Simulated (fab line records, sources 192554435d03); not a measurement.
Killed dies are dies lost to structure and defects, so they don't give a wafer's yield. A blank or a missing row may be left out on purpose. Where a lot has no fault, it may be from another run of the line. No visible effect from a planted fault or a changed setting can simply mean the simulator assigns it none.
8D (eight disciplines) problem report, filled in by code / flow n5_finfet / the parts of the form that need people (team, actions taken, sign-off) are left out

1. WHAT IS WRONG
Mean of killed_at_M4_up at N5_PASSIVATION_PROBE_49: 66 across 2 wafers in 2 lots; on wafers with no fault it is 14 (standard deviation 5.3). That is +9.9 standard deviations from the usual mean.
Earliest sighting: wafer L408.3 on prober-02 at day 14 10:55. The record holds 14 wafers of 5 lots with a number at this step. The rule behind "out" and "out of limits": a value lying over 4 standard deviations away from the usual mean. The rest of the wafers with a number are treated as sound.

2. WHAT IT IS; WHAT IT IS NOT
question=which readings at this step | is=killed_at_M4_up | is not=killed_at_M0_to_M3, killed_at_front_end, killed_at_other, killed_open, killed_short, sort_bin_4_leakage, sort_bin_6_memory
question=which lots | is=L408, L410 | is not=L400, L407, L415
question=which wafers of those lots | is=L408.3, L410.6 | is not=L408.1, L408.6, L410.4, L410.5
question=read on which tools | is=prober-01, prober-02 | is not=-
question=when | is=from day 14 10:55 | is not=up to then (6 sound wafers); but 6 sound wafers of L408, L410, L415 came after

3. SUSPECTS, AND WHAT RULES EACH OUT
Counting: any tool at a process step up to the reading remains a suspect provided it ran every lot that is out. Sound lots after the first of them don't rule it out here, since some wafers of a struck lot are sound.
- pvd_sputter-02 at N5_BEOL_M15_SPUTTER_45 (material Cu, target thk 100 nm, time 16.67 s): kept. It ran every lot that is out, first L408 (day 13 18:44).
Left after counting: pvd_sputter-02 at N5_BEOL_M15_SPUTTER_45.

4. THE CAUSE (what the simulator had put in)
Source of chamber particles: pvd_sputter-02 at N5_BEOL_M15_SPUTTER_45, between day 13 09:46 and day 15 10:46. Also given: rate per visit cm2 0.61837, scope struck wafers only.
Counting left only this tool.

5. THE CHAIN OF EFFECTS, in route order
One row per reading whose mean, taken over the struck wafers that have a number, lies over 3 standard deviations from the usual. Scope: only readings with a usual standard deviation given in the record; hours: median across lots of the time from each lot's start at the first step in this table that gives one to its start at this step; sigmas: change in usual standard deviations.
hours=0; step=N5_PASSIVATION_PROBE_49; reading=killed_at_M4_up; usual=14; on struck wafers=66; change=+52; sigmas=+9.9
hours=0; step=N5_PASSIVATION_PROBE_49; reading=killed_on_rim; usual=14; on struck wafers=30; change=+16; sigmas=+4.1
Process steps it contains:
- N5_PASSIVATION_PROBE_49

6. HOW IT WOULD HAVE BEEN CAUGHT EARLIER
In this record the first reading out of limits was taken at day 14 10:55, 25 hours after the fault began at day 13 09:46.
Tool readings at N5_BEOL_M15_SPUTTER_45 with a usual standard deviation given in the record: none out on any struck wafer, hence no alarm at a limit of 4 standard deviations on them.
Of the lots that are out (2), L410 began N5_BEOL_M15_SPUTTER_45 on pvd_sputter-02 after day 14 10:55. A hold on the tool at that time would have spared it.
